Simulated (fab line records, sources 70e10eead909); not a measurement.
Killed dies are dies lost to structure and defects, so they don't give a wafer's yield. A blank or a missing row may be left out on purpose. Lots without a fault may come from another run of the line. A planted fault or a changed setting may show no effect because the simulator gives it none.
A struck lot beside a sound one | flow nand_harc | 38 steps out of a route of 1159
Sound: wafers L996.3, L996.4, L996.5. Struck: wafers L993.3, L993.4, L993.5. The cause comes at the end.
At each step with rows: each side's tool, then ch and its chambers, then its first start. Under that, the readings that differ: sound wafers | struck wafers | difference of the means | sigmas: that difference in standard deviations of wafers without a fault.
alike: readings whose means differ by less than 2 such deviations, and words and numbers that are the same on both sides. not compared: withheld readings, readings that some wafer has no value for, bounds like >300 that may hide the same value, and numbers for which the record gives no deviation and whose values overlap.
The two part at a step that has a row with sigmas, a row that says differs or no value, or rows on one side only. Numbers that don't overlap but have no deviation are shown without sigmas and don't part them. A reading that every wafer of one side lacks parts them only if that side has two wafers or more.

first, 9 steps without rows for these wafers: NHARC_A_CHANNEL_HOLE_D1_DEP_00 (deposits aC, target thk 3100 nm); NHARC_A_CHANNEL_HOLE_D1_DEP_01 (deposits SiON, target thk 140 nm); NHARC_A_CHANNEL_HOLE_D1_DEHYDRATE_02 (time 120 s); NHARC_A_CHANNEL_HOLE_D1_HMDS_03 (time 30 s); NHARC_A_CHANNEL_HOLE_D1_COAT_36 (time 75 s); NHARC_A_CHANNEL_HOLE_D1_COAT_37 (time 65 s); NHARC_A_CHANNEL_HOLE_D1_COAT_04 (resist thk 90 nm); NHARC_A_CHANNEL_HOLE_D1_SOFTBAKE_05 (time 55 s); NHARC_A_CHANNEL_HOLE_D1_EBR_06.
NHARC_A_CHANNEL_HOLE_D1_EXPOSE_07: exposes mask HOLE D1, target cd 100 nm.
  sound on arfi_scanner-01 ch 0, day 12 19:23; struck on arfi_scanner-02 ch 0, day 12 05:07
  reading              | sound             | struck            | difference | sigmas
  exposure_dose_mJ_cm2 | 59.62 59.81 59.68 | 67.72 67.67 67.57 | +7.95      | +99 or more
  alike: mask
then, 2 steps without rows for these wafers: NHARC_A_CHANNEL_HOLE_D1_PEB_08 (peb time 65 s); NHARC_A_CHANNEL_HOLE_D1_DEVELOP_09 (develop time 35 s).
NHARC_A_CHANNEL_HOLE_D1_CD_MEAS_10: target cd 100 nm.
  sound on cd_sem-01 ch 0, day 12 19:31; struck on cd_sem-03 ch 0, day 12 05:15
  reading    | sound            | struck            | difference | sigmas
  cd_nm (nm) | 99.6 100.1 100.2 | 106.0 106.0 106.0 | +6.0       | +11
NHARC_A_CHANNEL_HOLE_D1_DESCUM_15: chemistry O2, time 3 s.
  sound on rie_diel-09 ch 1,2,3, day 12 19:41; struck on rie_diel-10 ch 1,3, day 12 05:26
  reading                            | sound             | struck          | difference | sigmas
  model.A_CHANNEL_HOLE_D1.cd_nm (nm) | 99.23 99.53 100.1 | 106.2 106.2 106 | +6.5       |
  alike: chamber_pressure_mTorr, drypump_motor_current_A, oes_product_au, rf_vpp_V, showerhead_plenum_p_Torr, throttle_valve_pct
  not compared: rf_hours_counter_h
then, 4 steps without rows for these wafers: NHARC_A_CHANNEL_HOLE_D1_ETCH_38 (etches the open film in CF4, target depth 39 nm, time 65 s); NHARC_A_CHANNEL_HOLE_D1_ETCH_39 (etches the open film in N2/H2, target depth 260 nm, time 325 s); NHARC_A_CHANNEL_HOLE_D1_ETCH_34 (etches the open film in CF4/CHF3, target depth 154 nm, time 77 s); NHARC_A_CHANNEL_HOLE_D1_ETCH_16 (etches the open film in O2/COS, target depth 3100 nm, time 806 s).
NHARC_A_CHANNEL_HOLE_D1_CD_MEAS_18:
  sound on cd_sem-01, day 12 20:48; struck on cd_sem-03, day 12 06:33
  alike: cd_nm
then, 12 steps without rows for these wafers: NHARC_A_CHANNEL_HOLE_D1_ETCH_19 (etches the open film in C4F8/O2/Ar, time 34.5 s); NHARC_A_CHANNEL_HOLE_D1_ETCH_20 (etches the open film in C4F8/O2/Ar, time 361.9 s, target depth 1600 nm); NHARC_A_CHANNEL_HOLE_D1_ETCH_21 (etches the open film in C4F8/O2/Ar, time 514.3 s, target depth 1600 nm); NHARC_A_CHANNEL_HOLE_D1_ETCH_22 (etches the open film in C4F8/O2/Ar, time 666.7 s, target depth 1600 nm); NHARC_A_CHANNEL_HOLE_D1_ETCH_23 (etches the open film in C4F8/O2/Ar, time 819 s, target depth 1600 nm); NHARC_A_CHANNEL_HOLE_D1_ETCH_24 (etches the open film in C4F8/O2/Ar, time 906.2 s, target depth 1500 nm); NHARC_A_CHANNEL_HOLE_D1_ETCH_25 (etches the open film in C4F8/O2/Ar, time 1040.2 s, target depth 1500 nm); NHARC_A_CHANNEL_HOLE_D1_ETCH_26 (etches the open film in C4F8/O2/Ar, time 224.1 s, target depth 300 nm); NHARC_A_CHANNEL_HOLE_D1_ETCH_33 (etches the open film in C4F8/O2/Ar, time 90 s, target depth 400 nm); NHARC_A_CHANNEL_HOLE_D1_STRIP_41 (strips in N2/H2); NHARC_A_CHANNEL_HOLE_D1_STRIP_42 (strips in CF4/CHF3); NHARC_A_CHANNEL_HOLE_D1_STRIP_43 (strips in O2/COS).
NHARC_A_CHANNEL_HOLE_D1_ETCH_44: etches the open film in CF4/O2, target depth 140 nm, overetch 14 nm, time 77 s.
  sound on rie_diel-13 ch 0,2, day 13 01:35; struck on rie_diel-09 ch 0,1,2, day 12 18:06
  reading                            | sound             | struck            | difference | sigmas
  model.A_CHANNEL_HOLE_D1.cd_nm (nm) | 91.22 91.22 89.74 | 96.18 97.89 97.58 | +6.49      |
  alike: chamber_pressure_mTorr, drypump_motor_current_A, oes_ar_750_au, oes_product_au, rf_vpp_V, showerhead_plenum_p_Torr, throttle_valve_pct
  not compared: rf_hours_counter_h
then, 3 steps without rows for these wafers: NHARC_A_CHANNEL_HOLE_D1_STRIP_27 (strips in O2); NHARC_A_CHANNEL_HOLE_D1_PRECLEAN_28 (cleans in SC1); NHARC_A_CHANNEL_HOLE_D1_SRD_29.
NHARC_A_CHANNEL_HOLE_D1_CD_MEAS_30:
  sound on cd_sem-02, day 13 02:23; struck on cd_sem-03, day 12 18:55
  reading    | sound          | struck         | difference | sigmas
  cd_nm (nm) | 91.0 91.1 89.8 | 96.7 99.1 98.3 | +7.4       | +6
NHARC_A_CHANNEL_HOLE_D1_XSEM_31:
  sound on xsem-01 ch 0, day 13 02:29; struck on xsem-01 ch 0, day 12 19:00
  reading        | sound          | struck         | difference | sigmas
  bot_cd_nm (nm) | 76.1 76.2 74.6 | 82.4 84.1 83.7 | +7.8       | +6
  alike: bow_nm, tilt_deg
then, 1 step without rows for these wafers: NHARC_END_SORT_01.

WHERE THEY PART
First at NHARC_A_CHANNEL_HOLE_D1_EXPOSE_07; last, within this record, at NHARC_A_CHANNEL_HOLE_D1_XSEM_31.

WHY: what the simulator had put in
Process parameter drift: arfi_scanner-02, from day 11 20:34 on, at NHARC_A_CHANNEL_HOLE_D1_EXPOSE_07. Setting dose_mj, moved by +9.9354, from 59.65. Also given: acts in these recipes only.
